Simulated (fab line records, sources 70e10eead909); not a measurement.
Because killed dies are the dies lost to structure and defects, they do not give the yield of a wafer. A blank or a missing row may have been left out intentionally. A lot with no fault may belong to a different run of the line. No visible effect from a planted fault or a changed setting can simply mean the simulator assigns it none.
fab line records    flow nand-harc
[record] lots = 6  wafers = 18  last-day = 32
route steps=1302 shown P_GATE@144 END@1302
lots untouched by any fault: they come from a run of this same line in which no faults occurred
start-h: the number of hours between the record's first day and the start of the first shown wafer of the lot    wait-h: hours since the lot's step before    " repeats the value in the row above    L1.1+2: several wafers, shown together as one row    - no value, or no start given    * or withheld: withheld    < > ~ a bound
route shown NAME@n: NAME is a module with steps in the file, n the number in the route of the first one    usual: mean/standard deviation of fault-free wafers    same: alike in all rows    chamber/n: place in a boat    sites: each site's reading    _std_site: the standard deviation of these    _edge_site: mean of outer sites minus mean of inner sites    radius-mm: how far each site lies from the wafer's centre    mask NAME#n: copy n    behind: the tool/chamber that last shaped the wafer    hold: why the lot went on hold/how many hours it stayed there/how the hold came to an end    device: names the non-switching transistor (n, p or np)    end of line: the same wafers' tests at the end of the route    a step without rows: its recipe alone    killed: dies lost to structure and defects at the first sort, not the wafer's yield    map: per-die view of a wafer (x killed, . not killed, _ where there is no die)
set.NAME: the setting the step ran with; set.NAME@STEP: the setting that earlier step ran with    model.NAME: the simulator's own value behind a step, which no gauge read
lots at selected steps of the route; one table per step, one row per wafer
services: the hour from which a tool's chamber was out of use, counted from the record's first day as start-h (under 0 if before that day), plus the number of hours and why
[[steps]]
[step NHARC_P_GATE_DESCUM_31]
[recipe] time-s = 3  o2-flow-sccm = 200  ar-flow-sccm = 0  bias-power-w = 0  chemistry = O2
[step NHARC_P_GATE_ETCH_104]
[recipe] target-depth-a = 600  time-s = withheld  cf4-flow-sccm = 100  chf3-flow-sccm = 30  ar-flow-sccm = 0  rf-w = 500  bias-w = 200  chemistry = CF4/CHF3
[step NHARC_P_GATE_HM_OPEN_105]
[recipe] target-depth-a = 3600  o2-flow-sccm = 400  cos-flow-sccm = 20  ar-flow-sccm = 0  rf-w = 500  bias-w = 300  chemistry = O2/COS
[usual] drypump-motor-current-A = 5.8/0.53  oes-product-au = 1.002/0.007  rf-vpp-V = 468.3/2.8  showerhead-plenum-p-Torr = 3.18/0.13  throttle-valve-pct = 28.331/0.0091
lot.wafer  tool         chamber  start-h  wait-h  drypump-motor-current-A  oes-product-au  rf-hours-counter-h  rf-vpp-V  showerhead-plenum-p-Torr  throttle-valve-pct
L691.4     rie-diel-01  3        -        -       6.5                      1.011           5.3                 467.2     3.12                      28.327
L691.3     "            2        "        "       5.3                      1.004           5.3                 466.9     3.10                      28.338
L691.6     "            3        "        "       6.5                      1.006           -                   466.8     3.12                      28.323
L694.4     rie-diel-01  2        -        -       5.3                      1.011           6.9                 468.5     3.10                      28.323
L694.2     "            3        "        "       6.5                      0.999           7.1                 468.3     3.12                      28.334
L694.6     "            2        "        "       5.3                      1.015           -                   466.5     3.10                      28.315
L695.4     rie-diel-01  1        -        -       5.4                      1.005           9.0                 472.4     3.34                      28.331
L695.2     "            2        "        "       5.3                      1.020           8.3                 465.5     3.10                      28.322
L695.1     "            3        "        "       6.5                      1.009           8.4                 466.6     3.12                      28.353
L707.3     rie-diel-01  0        -        -       5.0                      0.991           5.0                 470.8     3.29                      28.335
L707.4     "            2        "        "       5.3                      0.998           3.6                 466.7     3.10                      28.349
L707.6     "            3        "        "       6.5                      0.999           -                   467.4     3.12                      28.319
L709.1     rie-diel-09  2        -        -       6.2                      0.994           10.5                467.9     3.13                      28.335
L709.3     "            3        "        "       6.2                      1.002           10.0                471.6     3.29                      28.343
L709.2     "            0        "        "       5.7                      0.990           9.8                 470.8     3.35                      28.326
L710.3     rie-diel-12  0        -        -       5.1                      1.000           0.7                 462.3     2.92                      28.333
L710.5     "            3        "        "       6.2                      1.003           -                   467.4     3.10                      28.318
L710.6     "            0        "        "       5.1                      1.004           -                   463.1     2.92                      28.333
[step NHARC_P_GATE_STRIP_106]
[recipe] o2-flow-sccm = 400  cos-flow-sccm = 20  ar-flow-sccm = 0  bias-w = 0  chemistry = O2/COS
[step NHARC_P_GATE_ETCH_114]
[recipe] target-depth-a = 300  overetch-a = 30  time-s = 16.5  ion-energy-ev = 100  cf4-flow-sccm = 80  o2-flow-sccm = 20  ar-flow-sccm = 0  rf-w = 300  bias-w = 100  chemistry = CF4/O2
[usual] drypump-motor-current-A = 5.8/0.53  oes-product-au = 1.002/0.007  rf-vpp-V = 198.3/1.4  showerhead-plenum-p-Torr = 1.36/0.056  throttle-valve-pct = 13.397/0.0089
lot.wafer  tool         chamber  start-h  wait-h  drypump-motor-current-A  oes-product-au  rf-hours-counter-h  rf-vpp-V  showerhead-plenum-p-Torr  throttle-valve-pct
L691.4     rie-diel-01  3        -        -       6.5                      1.002           5.3                 198.3     1.34                      13.403
L691.3     "            0        "        "       5.0                      0.997           5.5                 200.4     1.41                      13.395
L691.6     "            3        "        "       6.5                      1.008           -                   199.0     1.34                      13.396
L694.2     rie-diel-01  1        -        -       5.4                      1.005           7.3                 199.9     1.43                      13.397
L694.4     "            0        "        "       5.0                      0.994           7.5                 199.2     1.41                      13.395
L694.6     "            2        "        "       5.3                      1.008           -                   197.7     1.33                      13.395
L695.4     rie-diel-01  0        -        -       5.0                      1.001           9.2                 200.3     1.41                      13.402
L695.1     "            1        "        "       5.4                      1.000           9.1                 201.4     1.43                      13.401
L695.2     "            2        "        "       5.3                      1.012           8.3                 196.2     1.33                      13.380
L707.3     rie-diel-01  2        -        -       5.3                      1.016           3.6                 198.1     1.33                      13.380
L707.4     "            3        "        "       6.5                      0.999           4.6                 198.7     1.33                      13.380
L707.6     "            3        "        "       6.5                      1.003           -                   196.8     1.33                      13.401
L709.2     rie-diel-09  1        -        -       6.7                      0.995           9.9                 197.4     1.29                      13.400
L709.1     "            2        "        "       6.1                      0.990           10.5                198.6     1.34                      13.403
L709.3     "            3        "        "       6.1                      1.004           10.0                199.7     1.41                      13.392
L710.3     rie-diel-12  3        -        -       6.2                      1.005           1.0                 196.5     1.33                      13.395
L710.6     "            1        "        "       5.4                      1.002           -                   198.0     1.33                      13.404
L710.5     "            2        "        "       5.8                      1.001           -                   198.9     1.36                      13.393
[step NHARC_P_GATE_ETCH_32]
[recipe] target-depth-a = 1500  over-etch-frac = 1  over-etch-ion-energy-ev = 40  time-s = 100.1  hbr-flow-sccm = 150  cl2-flow-sccm = 50  rf-w = 400  icp-w = 400  bias-w = 100  chemistry = HBr/Cl2
[usual] drypump-motor-current-A = 6.0/0.47  oes-product-au = 0.998/0.0076  throttle-valve-pct = 26.406/0.0088
lot.wafer  tool       chamber  start-h  wait-h  drypump-motor-current-A  oes-product-au  rf-hours-counter-h  throttle-valve-pct
L691.4     rie-si-04  2        131.51   -       6.7                      0.995           0.9                 26.403
L691.3     "          1        "        "       6.5                      0.994           0.8                 26.409
L691.6     "          3        "        "       6.3                      1.000           -                   26.423
L694.2     rie-si-05  3        160.72   -       5.6                      0.992           0.1                 26.391
L694.4     "          3        "        "       5.6                      0.991           -                   26.414
L694.6     "          0        "        "       6.6                      1.001           -                   26.404
L695.1     rie-si-05  0        179.27   -       6.5                      1.003           0.3                 26.396
L695.2     "          1        "        "       6.1                      0.997           0.3                 26.399
L695.4     "          3        "        "       5.7                      1.000           -                   26.394
L707.3     rie-si-05  0        285.10   -       6.5                      0.994           1.0                 26.419
L707.4     "          2        "        "       6.5                      0.998           0.7                 26.394
L707.6     "          1        "        "       6.1                      0.993           -                   26.401
L709.1     rie-si-04  2        304.45   -       6.6                      0.992           0.8                 26.398
L709.2     "          3        "        "       6.4                      0.990           0.9                 26.400
L709.3     "          0        "        "       5.6                      0.987           0.8                 26.417
L710.3     rie-si-05  0        315.18   -       6.5                      1.008           0.0                 26.406
L710.6     "          2        "        "       6.4                      0.991           -                   26.385
L710.5     "          3        "        "       5.6                      0.990           -                   26.409
[step NHARC_P_GATE_STRIP_108]
[recipe] o2-flow-sccm = 500  ar-flow-sccm = 0  bias-w = 0  chemistry = O2
[usual] drypump-motor-current-A = 5.8/0.54  oes-product-au = 1.002/0.0071  rf-vpp-V = 57.8/0.87  showerhead-plenum-p-Torr = 3.56/0.13  throttle-valve-pct = 17.037/0.01
lot.wafer  tool         chamber  start-h  wait-h  drypump-motor-current-A  oes-product-au  rf-hours-counter-h  rf-vpp-V  showerhead-plenum-p-Torr  throttle-valve-pct
L691.4     rie-diel-01  2        131.67   -       5.3                      1.008           5.4                 56.8      3.51                      17.044
L691.3     "            3        "        "       6.5                      1.014           5.3                 57.5      3.53                      17.037
L691.6     "            3        "        "       6.5                      0.997           -                   57.6      3.53                      17.045
L694.4     rie-diel-12  1        160.91   -       5.4                      1.006           4.7                 58.1      3.53                      17.052
L694.2     "            2        "        "       5.8                      1.004           3.5                 58.6      3.59                      17.030
L694.6     "            2        "        "       5.7                      1.007           -                   58.3      3.59                      17.029
L695.4     rie-diel-01  1        179.46   -       5.4                      1.005           9.1                 58.8      3.77                      17.051
L695.1     "            2        "        "       5.3                      1.023           8.3                 55.7      3.51                      17.026
L695.2     "            0        "        "       5.0                      0.999           9.2                 57.7      3.72                      17.032
L707.3     rie-diel-01  0        285.28   -       5.0                      1.001           5.0                 56.7      3.72                      17.022
L707.4     "            1        "        "       5.5                      1.001           4.0                 59.3      3.77                      17.035
L707.6     "            3        "        "       6.5                      0.995           -                   57.6      3.53                      17.037
L709.1     rie-diel-01  1        304.60   -       5.4                      1.013           6.5                 57.4      3.77                      17.035
L709.2     "            3        "        "       6.5                      1.001           6.9                 56.8      3.52                      17.027
L709.3     "            0        "        "       5.0                      1.002           6.5                 59.1      3.72                      17.025
L710.3     rie-diel-01  0        315.33   -       5.0                      0.999           6.6                 58.2      3.72                      17.052
L710.5     "            3        "        "       6.5                      0.995           -                   58.4      3.52                      17.049
L710.6     "            0        "        "       5.0                      1.004           -                   58.4      3.72                      17.029
[step NHARC_P_GATE_CD_MEAS_33]
[usual] cd-nm = 119.5/1.7
lot.wafer  tool       chamber  start-h  wait-h  cd-nm
L691.3     cd-sem-01  -        131.84   -       120.4
L691.4     "          -        "        "       120.7
L691.6     "          -        "        "       121.9
L694.2     cd-sem-03  -        161.08   -       119.8
L694.4     "          -        "        "       121.5
L694.6     "          -        "        "       118.4
L695.1     cd-sem-01  -        179.63   -       120.7
L695.2     "          -        "        "       117.6
L695.4     "          -        "        "       118.4
L707.3     cd-sem-01  -        285.44   -       119.8
L707.4     "          -        "        "       122.2
L707.6     "          -        "        "       118.0
L709.1     cd-sem-03  -        304.77   -       120.1
L709.2     "          -        "        "       119.5
L709.3     "          -        "        "       119.7
L710.3     cd-sem-01  -        315.49   -       122.2
L710.5     "          -        "        "       118.6
L710.6     "          -        "        "       122.3
[step NHARC_P_GATE_STRIP_35]
[recipe] time-s = 600  temp-c = 130  chemistry = SPM
[step NHARC_P_GATE_PRECLEAN_73]
[recipe] time-s = *  temp-c = 50  bath-age-min = 0  chemistry = SC1
[step NHARC_P_GATE_SRD_74]
[step NHARC_P_GATE_ALD_36]
[recipe] target-thk-a = 200  pulse-time-s = 60  ald-cycles = 223  temp-c = 400  material = SiNx
[usual] heater-power-outer-w = 551/72  heater-power-w = 887/99  precursor-pulse-height-rel = 1.002/0.019
[same] pulse-time-s = 60
lot.wafer  tool        chamber  start-h  wait-h  heater-power-outer-w  heater-power-w  precursor-pulse-height-rel
L691.3     ald-sin-04  1        133.36   -       715                   1139            0.960
L691.4     "           2        134.43   -       599                   955             1.029
L691.6     "           0        136.55   -       590                   902             1.004
L694.2     ald-sin-04  3        163.63   -       511                   828             0.967
L694.4     "           0        164.68   -       586                   877             0.978
L694.6     "           1        165.73   -       729                   1145            1.017
L695.1     ald-sin-01  3        180.09   -       516                   842             0.994
L695.2     "           0        181.14   -       485                   756             0.986
L695.4     "           2        183.24   -       511                   879             1.002
L707.4     ald-sin-03  2        285.89   -       443                   753             0.990
L707.3     "           0        288.04   -       559                   879             0.999
L707.6     "           2        290.19   -       451                   758             1.015
L709.2     ald-sin-04  0        305.23   -       600                   926             0.972
L709.3     "           1        306.28   -       687                   1107            1.001
L709.1     "           3        308.39   -       498                   823             0.979
L710.3     ald-sin-03  0        317.37   -       548                   841             1.011
L710.5     "           3        320.21   -       540                   903             0.996
L710.6     "           0        321.64   -       544                   856             1.020
[step NHARC_P_GATE_ETCHBACK_37]
[recipe] target-depth-a = 345  time-s = 17.2  chf3-flow-sccm = 50  o2-flow-sccm = 10  ar-flow-sccm = 200  rf-w = 500  bias-w = 200  chemistry = CHF3/O2
[usual] bias-w = 200.1/0.58  chamber-pressure-mTorr = 25.001/0.024  drypump-motor-current-A = 5.8/0.54  oes-product-au = 0.96/0.035  rf-vpp-V = 371.3/2.2  showerhead-plenum-p-Torr = 2.43/0.098  throttle-valve-pct = 20.571/0.0094
lot.wafer  tool         chamber  start-h  wait-h  bias-w  chamber-pressure-mTorr  drypump-motor-current-A  oes-product-au  rf-hours-counter-h  rf-vpp-V  showerhead-plenum-p-Torr  throttle-valve-pct
L691.3     rie-diel-09  3        141.86   -       199.3   25.063                  6.2                      1.00            10                  374.6     2.54                      20.572
L691.4     "            1        "        "       200.2   25.041                  6.6                      1.00            10                  369.0     2.32                      20.562
L691.6     "            3        "        "       199.3   25.020                  6.2                      1.00            -                   374.1     2.54                      20.583
L694.4     rie-diel-12  1        171.01   -       -       -                       -                        -               -                   -         -                         -
L694.2     "            2        "        "       -       -                       -                        -               -                   -         -                         -
L694.6     "            1        "        "       -       -                       -                        -               -                   -         -                         -
L695.2     rie-diel-12  3        189.57   -       -       -                       -                        -               -                   -         -                         -
L695.4     "            1        "        "       -       -                       -                        -               -                   -         -                         -
L695.1     "            2        "        "       -       -                       -                        -               -                   -         -                         -
L707.3     rie-diel-12  3        295.52   -       200.2   25.000                  6.2                      1.00            0                   371.3     2.39                      20.576
L707.4     "            1        "        "       199.8   25.032                  5.4                      1.00            0                   371.2     2.40                      20.579
L707.6     "            2        "        "       199.2   24.981                  5.8                      1.00            -                   372.1     2.44                      20.557
L709.1     rie-diel-09  2        314.72   -       201.5   24.984                  6.2                      0.94            11                  371.1     2.41                      20.556
L709.2     "            3        "        "       200.4   25.031                  6.2                      0.93            10                  373.0     2.54                      20.565
L709.3     "            0        "        "       199.7   25.058                  5.7                      0.94            10                  373.1     2.58                      20.559
L710.3     rie-diel-12  3        327.68   -       199.8   24.965                  6.2                      0.93            2                   370.2     2.39                      20.558
L710.5     "            0        "        "       199.2   24.973                  5.1                      0.93            -                   367.3     2.25                      20.573
L710.6     "            1        "        "       200.1   24.972                  5.4                      0.92            -                   370.7     2.40                      20.567
[step NHARC_P_GATE_STRIP_101]
[recipe] time-s = 20  o2-flow-sccm = 500  ar-flow-sccm = 0  bias-w = 0  chemistry = O2
[step NHARC_END_SORT_01]
[recipe] temp-c = 25
[usual] killed-at-array = 59/19  killed-at-other = 0.6/0.85  killed-at-periphery = 3.8/2.5  killed-dies = 64/19  killed-open = 3.3/1.8  killed-short = 2.2/1.6
[same] gross-dies = 677
lot.wafer  tool       chamber  start-h  wait-h  killed-at-array  killed-at-other  killed-at-periphery  killed-dies  killed-open  killed-short
L694.2     prober-02  0        606.70   2.8     49               0                628                  677          2            0
L694.4     prober-02  0        608.30   3.4     42               0                635                  677          1            1
L694.6     prober-02  0        609.89   4.0     67               0                610                  677          5            2
L695.1     prober-01  0        644.56   2.5     52               0                625                  677          0            2
L695.2     prober-01  0        645.35   2.8     69               0                608                  677          6            2
L695.4     prober-01  0        646.93   3.4     59               1                617                  677          4            1
// killed by level:class
L694.2 P_GATE:area-etchback=627 A_CHANNEL_HOLE_D1:chamber-film-flake=26 A_CHANNEL_HOLE_D2:chamber-film-flake=9 A_CONTACT:chamber-film-flake=4 A_SLIT:chamber-film-flake=3 A_M0:chamber-film-flake=3 A_STAIRCASE:chamber-film-flake=2 A_CHANNEL_FILL_D1:geometric-particle:open=1
L694.4 P_GATE:area-etchback=630 A_CHANNEL_HOLE_D1:chamber-film-flake=22 A_CHANNEL_HOLE_D2:chamber-film-flake=11 A_CONTACT:chamber-film-flake=3 P_BONDPAD:chamber-film-flake=2 A_SLIT:chamber-film-flake=2 A_CHANNEL_FILL_D2:geometric-particle:open=1 A_CHANNEL_FILL_D2:geometric-particle:short=1
L694.6 P_GATE:area-etchback=608 A_CHANNEL_HOLE_D1:chamber-film-flake=36 A_CHANNEL_HOLE_D2:chamber-film-flake=15 A_CONTACT:chamber-film-flake=4 A_M0:chamber-film-flake=4 A_ONON_D1:geometric-particle:open=2 A_BLC:geometric-particle:open=2 A_SLIT:chamber-film-flake=2
L695.1 P_GATE:area-etchback=623 A_CHANNEL_HOLE_D1:chamber-film-flake=31 A_CHANNEL_HOLE_D2:chamber-film-flake=14 A_CHANNEL_FILL_D1:chamber-film-flake=2 A_SLIT:chamber-film-flake=2 P_CONTACT:geometric-particle:short=1 A_WL_FILL:geometric-particle:short=1 P_STI:chamber-film-flake=1
L695.2 P_GATE:area-etchback=606 A_CHANNEL_HOLE_D2:chamber-film-flake=33 A_CHANNEL_HOLE_D1:chamber-film-flake=24 A_ONON_D1:geometric-particle:open=2 A_CONTACT:chamber-film-flake=2 P_GATE:geometric-particle:open=1 A_ONON_D1:geometric-particle:short=1 A_ONON_D2:geometric-particle:open=1
L695.4 P_GATE:area-etchback=615 A_CHANNEL_HOLE_D2:chamber-film-flake=31 A_CHANNEL_HOLE_D1:chamber-film-flake=21 P_CONTACT:geometric-particle:open=2 A_CHANNEL_FILL_D1:chamber-film-flake=2 A_CHANNEL_FILL_D1:geometric-particle:short=1 A_SGD_CUT:geometric-particle:open=1 A_BLC:geometric-particle:open=1
// map L694.2 (x killed, . not)
____________x____________
_________xxxxxxx_________
_______xxxxxxxxxxx_______
______xxxxxxxxxxxxx______
_____xxxxxxxxxxxxxxx_____
____xxxxxxxxxxxxxxxxx____
____xxxxxxxxxxxxxxxxx____
___xxxxxxxxxxxxxxxxxxx___
___xxxxxxxxxxxxxxxxxxx___
__xxxxxxxxxxxxxxxxxxxxx__
__xxxxxxxxxxxxxxxxxxxxx__
_xxxxxxxxxxxxxxxxxxxxxxx_
_xxxxxxxxxxxxxxxxxxxxxxx_
_xxxxxxxxxxxxxxxxxxxxxxx_
_xxxxxxxxxxxxxxxxxxxxxxx_
_xxxxxxxxxxxxxxxxxxxxxxx_
xxxxxxxxxxxxxxxxxxxxxxxxx
xxxxxxxxxxxxxxxxxxxxxxxxx
xxxxxxxxxxxxxxxxxxxxxxxxx
xxxxxxxxxxxxxxxxxxxxxxxxx
xxxxxxxxxxxxxxxxxxxxxxxxx
_xxxxxxxxxxxxxxxxxxxxxxx_
_xxxxxxxxxxxxxxxxxxxxxxx_
_xxxxxxxxxxxxxxxxxxxxxxx_
_xxxxxxxxxxxxxxxxxxxxxxx_
_xxxxxxxxxxxxxxxxxxxxxxx_
__xxxxxxxxxxxxxxxxxxxxx__
__xxxxxxxxxxxxxxxxxxxxx__
___xxxxxxxxxxxxxxxxxxx___
___xxxxxxxxxxxxxxxxxxx___
____xxxxxxxxxxxxxxxxx____
____xxxxxxxxxxxxxxxxx____
_____xxxxxxxxxxxxxxx_____
______xxxxxxxxxxxxx______
_______xxxxxxxxxxx_______
_________xxxxxxx_________
____________x____________
// map L695.1 (x killed, . not)
____________x____________
_________xxxxxxx_________
_______xxxxxxxxxxx_______
______xxxxxxxxxxxxx______
_____xxxxxxxxxxxxxxx_____
____xxxxxxxxxxxxxxxxx____
____xxxxxxxxxxxxxxxxx____
___xxxxxxxxxxxxxxxxxxx___
___xxxxxxxxxxxxxxxxxxx___
__xxxxxxxxxxxxxxxxxxxxx__
__xxxxxxxxxxxxxxxxxxxxx__
_xxxxxxxxxxxxxxxxxxxxxxx_
_xxxxxxxxxxxxxxxxxxxxxxx_
_xxxxxxxxxxxxxxxxxxxxxxx_
_xxxxxxxxxxxxxxxxxxxxxxx_
_xxxxxxxxxxxxxxxxxxxxxxx_
xxxxxxxxxxxxxxxxxxxxxxxxx
xxxxxxxxxxxxxxxxxxxxxxxxx
xxxxxxxxxxxxxxxxxxxxxxxxx
xxxxxxxxxxxxxxxxxxxxxxxxx
xxxxxxxxxxxxxxxxxxxxxxxxx
_xxxxxxxxxxxxxxxxxxxxxxx_
_xxxxxxxxxxxxxxxxxxxxxxx_
_xxxxxxxxxxxxxxxxxxxxxxx_
_xxxxxxxxxxxxxxxxxxxxxxx_
_xxxxxxxxxxxxxxxxxxxxxxx_
__xxxxxxxxxxxxxxxxxxxxx__
__xxxxxxxxxxxxxxxxxxxxx__
___xxxxxxxxxxxxxxxxxxx___
___xxxxxxxxxxxxxxxxxxx___
____xxxxxxxxxxxxxxxxx____
____xxxxxxxxxxxxxxxxx____
_____xxxxxxxxxxxxxxx_____
______xxxxxxxxxxxxx______
_______xxxxxxxxxxx_______
_________xxxxxxx_________
____________x____________
[[services]]
tool         chamber  start-h  hours  kind
rie-si-05    -        128.03   9.0    pm
rie-diel-09  -        136.42   0.7    repair
rie-diel-09  -        143.10   9.0    pm
ald-sin-04   0        156.20   4.0    repair
rie-si-05    2        158.95   22.4   repair
rie-si-04    -        165.00   9.0    pm
rie-diel-12  0        177.55   8.0    repair
rie-diel-09  3        177.86   1.3    repair
rie-si-05    -        194.00   0.8    repair
rie-diel-09  0        202.43   7.9    repair
rie-diel-01  -        203.80   9.0    pm
rie-diel-12  2        231.05   7.4    repair
rie-si-05    1        238.83   11.9   repair
ald-sin-04   -        259.74   10.0   pm
rie-diel-12  0        266.02   2.6    repair
rie-diel-12  -        268.40   9.0    pm
rie-diel-01  0        277.26   3.5    repair
rie-diel-09  1        285.79   15.3   repair
rie-diel-01  0        298.87   1.5    repair
rie-si-05    -        305.03   9.0    pm
rie-diel-09  -        316.92   0.6    repair
ald-sin-04   3        319.22   3.7    repair
rie-diel-12  1        319.98   4.8    repair
rie-diel-09  -        320.10   9.0    pm
[[key]]
[first-sign] step = NHARC_P_GATE_ETCHBACK_37  reading = tool-record  direction = missing
[effect] step = NHARC_END_SORT_01  reading = killed-at-periphery  direction = up  sigmas = 99+  usual = 3.8  struck = 620.5
[more-kills-born-at] NHARC_P_GATE_ETCHBACK_37@rie-diel-12 = 3709
met-at NHARC_P_GATE_ETCHBACK_37
struck-wafers L694.2,L694.4,L694.6,L695.1,L695.2,L695.4
later-rows-left-out L694.2,L694.4,L694.6,L695.1,L695.2,L695.4
tester-left-out L694,L695
[fault] kind = skipped-step-whole  tool = rie-diel-12  chamber = -  onset-h = 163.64  steps = NHARC_P_GATE_ETCHBACK_37  scope = struck-lots-only
// tester-left-out: of these lots the tester's yield and bins aren't shown, on N5 and GAA mostly nor the transistor test; their killed dies are dies lost to structure and defects alone, not to doping, threshold or leakage, so they don't give the yield
// later-rows-left-out: the simulator's readings of these wafers behind a module that went badly wrong aren't trusted and aren't shown, but for the sort
